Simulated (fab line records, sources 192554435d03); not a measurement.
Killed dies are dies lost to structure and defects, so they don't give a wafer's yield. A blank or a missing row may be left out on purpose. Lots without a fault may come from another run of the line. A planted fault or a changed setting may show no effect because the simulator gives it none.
One fault seen from 2 desks | flow n5_finfet | each desk has only its own numbers; what lay behind them comes last

THE TOOL OWNER'S DESK: cvd_co-01
The tool's own readings at N5_BEOL_M11_CVD_75 (deposits Co from CCTBA/H2, target thk 2 nm, time 138.9 s): means of the sampled wafers that have a number, for each lot that ran on this tool. A lot is out of limits, marked OUT, if its mean lies more than 4 standard deviations from the usual mean; the brackets give that distance.
Columns: A = run_length_s at N5_BEOL_M11_CVD_75, usual 161.8 s
lot  | first seen here | A
L840 | day 9 19:10     | 161.8
L839 | day 10 18:21    | 161.9
L844 | day 11 23:35    | 161.3
L848 | day 12 13:07    | 163.4 (+4.7) OUT
L851 | day 13 17:52    | 163.5 (+5.2) OUT
This desk's finding: out of limits on L848, L851; first on L848, day 12 13:07 (run_length_s at N5_BEOL_M11_CVD_75). In limits: L840, L839, L844.

THE DEFECT DESK
What the inspections along the route counted, lot by lot: means of the sampled wafers that have a number. A lot is out of limits, marked OUT, if its mean lies more than 4 standard deviations from the usual mean; the brackets give that distance.
Columns: A = raw_defect_count at N5_BEOL_M11_INSPECT_58, usual 72
lot  | first seen here | A
L840 | day 9 20:23     | 55
L839 | day 10 20:05    | 61
L843 | day 11 10:26    | 81
L844 | day 12 00:45    | 95
L848 | day 12 14:31    | 72
L847 | day 12 15:38    | 56
L851 | day 13 18:58    | 48
L852 | day 13 23:08    | 83
L859 | day 15 10:25    | 72
L860 | day 15 18:16    | 77
L861 | day 15 20:00    | 53
L862 | day 16 00:52    | 80
This desk's finding: nothing out of limits on any of the 12 lots.

PUT TOGETHER
The tool owner's desk could have raised an alarm at day 12 13:07, on L848, L851.
The defect desk saw nothing out of limits.
The defect desk has L848, L851 on record, within its limits.
Of the lots named, all ran N5_BEOL_M11_CVD_75 on cvd_co-01.

WHAT THE SIMULATOR HAD PUT IN
Process parameter drift: cvd_co-01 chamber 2, from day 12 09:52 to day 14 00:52, at N5_BEOL_M11_CVD_75. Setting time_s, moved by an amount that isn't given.
Lots struck among those shown: L848, L851.
Hours from the fault's start to each desk's first reading out of limits: the tool owner's desk, 3.
